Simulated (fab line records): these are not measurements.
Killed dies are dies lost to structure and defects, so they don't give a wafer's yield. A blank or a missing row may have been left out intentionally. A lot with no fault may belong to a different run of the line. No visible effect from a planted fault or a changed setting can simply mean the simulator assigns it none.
Split-lot study + flow n5-finfet + route with 1938 steps; 7 lots, 39 wafers read

== THE SPLIT ITSELF ==
At N5_MOL_CONTACT_COAG_ETCH_91 (etches SOC in N2/H2, target depth 60 nm, overetch 21 nm, time 101.2 s), the setting time-s was moved away from the recipe's 101.2 s on 6 of the 39 wafers read, by -17.2% to +10.8%. This setting was run at the recipe's value on the other wafers.

The split's own step is where the reading is taken.

== THE READING ==
SiARC_of_MOL_CONTACT_COAG_COAT_76.thk-nm (the simulator's own value, which no gauge read), in nm, at N5_MOL_CONTACT_COAG_ETCH_91 (etches SOC in N2/H2, target depth 60 nm, overetch 21 nm, time 101.2 s). There is no usual value for it anywhere in the file. Average 5.9 nm, standard deviation 0.092 nm, over the 33 wafers here run with the recipe.

| wafer  | tool, chamber at the split | time-s as run, s | against the recipe | SiARC_of_MOL_CONTACT_COAG_COAT_76.thk-nm, nm | against lot-mates on the recipe |
|--------|----------------------------|------------------|--------------------|----------------------------------------------|---------------------------------|
| L074.1 | rie-diel-03, 0,1,2         | 101.2            | recipe             | 5.8                                          | -                               |
| L074.3 | rie-diel-03, 0,1,2         | 101.2            | recipe             | 5.8                                          | -                               |
| L074.5 | rie-diel-03, 0,1,2         | 101.2            | recipe             | 5.8                                          | -                               |
| L075.1 | rie-diel-03, 0,1,2,3,0,3   | 101.2            | recipe             | 5.8                                          | -                               |
| L075.2 | rie-diel-03, 0,1,2,3,0,3   | 101.2            | recipe             | 5.8                                          | -                               |
| L075.3 | rie-diel-03, 0,1,2,3,0,3   | 101.2            | recipe             | 5.8                                          | -                               |
| L075.4 | rie-diel-03, 0,1,2,3,0,3   | 101.2            | recipe             | 5.8                                          | -                               |
| L075.5 | rie-diel-03, 0,1,2,3,0,3   | 101.2            | recipe             | 5.8                                          | -                               |
| L075.6 | rie-diel-03, 0,1,2,3,0,3   | 101.2            | recipe             | 5.8                                          | -                               |
| L077.1 | rie-diel-03, 0,3,2         | 101.2            | recipe             | 5.8                                          | -                               |
| L077.2 | rie-diel-03, 0,3,2         | 101.2            | recipe             | 5.8                                          | -                               |
| L077.4 | rie-diel-03, 0,3,2         | 101.2            | recipe             | 5.8                                          | -                               |
| L077.3 | rie-diel-03, 1             | 83.76            | -17.2%             | 6.6                                          | +0.8                            |
| L077.5 | rie-diel-03, 0,3           | 83.76            | -17.2%             | 6.4                                          | +0.6                            |
| L077.6 | rie-diel-03, 0,3           | 83.76            | -17.2%             | 6.4                                          | +0.6                            |
| L078.1 | rie-diel-03, 3,1,2,0,3,2   | 101.2            | recipe             | 5.8                                          | -                               |
| L078.2 | rie-diel-03, 3,1,2,0,3,2   | 101.2            | recipe             | 5.8                                          | -                               |
| L078.3 | rie-diel-03, 3,1,2,0,3,2   | 101.2            | recipe             | 5.8                                          | -                               |
| L078.4 | rie-diel-03, 3,1,2,0,3,2   | 101.2            | recipe             | 5.8                                          | -                               |
| L078.5 | rie-diel-03, 3,1,2,0,3,2   | 101.2            | recipe             | 5.8                                          | -                               |
| L078.6 | rie-diel-03, 3,1,2,0,3,2   | 101.2            | recipe             | 5.8                                          | -                               |
| L083.1 | rie-diel-06, 1             | 112.1            | +10.8%             | 5.2                                          | -0.7                            |
| L083.6 | rie-diel-06, 1             | 112.1            | +10.8%             | 5.2                                          | -0.7                            |
| L083.2 | rie-diel-06, 2,0           | 101.2            | recipe             | 6                                            | -                               |
| L083.3 | rie-diel-06, 2,0           | 101.2            | recipe             | 6                                            | -                               |
| L083.4 | rie-diel-06, 3             | 101.2            | recipe             | 5.8                                          | -                               |
| L083.5 | rie-diel-06, 2             | 112.1            | +10.8%             | 5.6                                          | -0.3                            |
| L090.1 | rie-diel-02, 0,2,3,1,3,0   | 101.2            | recipe             | 6                                            | -                               |
| L090.2 | rie-diel-02, 0,2,3,1,3,0   | 101.2            | recipe             | 6                                            | -                               |
| L090.3 | rie-diel-02, 0,2,3,1,3,0   | 101.2            | recipe             | 6                                            | -                               |
| L090.4 | rie-diel-02, 0,2,3,1,3,0   | 101.2            | recipe             | 6                                            | -                               |
| L090.5 | rie-diel-02, 0,2,3,1,3,0   | 101.2            | recipe             | 6                                            | -                               |
| L090.6 | rie-diel-02, 0,2,3,1,3,0   | 101.2            | recipe             | 6                                            | -                               |
| L093.1 | rie-diel-06, 0,3,1,1       | 101.2            | recipe             | 5.8                                          | -                               |
| L093.3 | rie-diel-06, 0,3,1,1       | 101.2            | recipe             | 5.8                                          | -                               |
| L093.4 | rie-diel-06, 0,3,1,1       | 101.2            | recipe             | 5.8                                          | -                               |
| L093.6 | rie-diel-06, 0,3,1,1       | 101.2            | recipe             | 5.8                                          | -                               |
| L093.2 | rie-diel-06, 2,0           | 101.2            | recipe             | 6                                            | -                               |
| L093.5 | rie-diel-06, 2,0           | 101.2            | recipe             | 6                                            | -                               |
The file does not say which wafer passed through which chamber wherever a row lists several chambers: such a row stands for several wafers.

FIT RESULTS
A straight line over all 39 wafers: SiARC_of_MOL_CONTACT_COAG_COAT_76.thk-nm changes by -0.0393 nm for each +1% of time-s; r = -0.90; the points scatter about the line by 0.11 nm.
The same after taking each lot's own level away (the mean of its wafers on the recipe; 39 wafers): -0.0437 nm for each +1%; r = -0.95; scatter 0.086 nm.
That fit puts the effect of the largest move of time-s on the reading at 0.75 nm.
The lots' own levels span 5.80 to 6.00 nm, that is 2.2 times the standard deviation above.
In other words, the slope is changed by the lot-to-lot level; the two fits disagree.
Check: with one of the wafers moved furthest among these (-17.2%) left out of the fit, the line predicts +0.716 nm for it against its lot-mates. It came out at +0.8 nm against them.

== THESE WAFERS: OTHER SPLITS ==
Note: prior to the reading, these wafers also went through further splits. Each is held against what the fit with the lots' levels taken away leaves over:
| other split on the same wafers     | wafers away from the commonest value | r with SiARC_of_MOL_CONTACT_COAG_COAT_76.thk-nm (lot level and that fit taken away) |
|------------------------------------|--------------------------------------|-------------------------------------------------------------------------------------|
| N5_DUMMY_GATE_EXPOSE_12 dose-mj    | 15                                   | +0.07                                                                               |
| N5_SD_EPI_P_EPI_21 dopant-conc-cm3 | 18                                   | -0.19                                                                               |
| N5_SD_ACTIVATION_LSA_01 temp-c     | 12                                   | -0.04                                                                               |

== FILE'S OWN FIT ==
SiARC_of_MOL_CONTACT_COAG_COAT_76.thk-nm changes by -0.0435 nm for each +1% of time-s, r = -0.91.
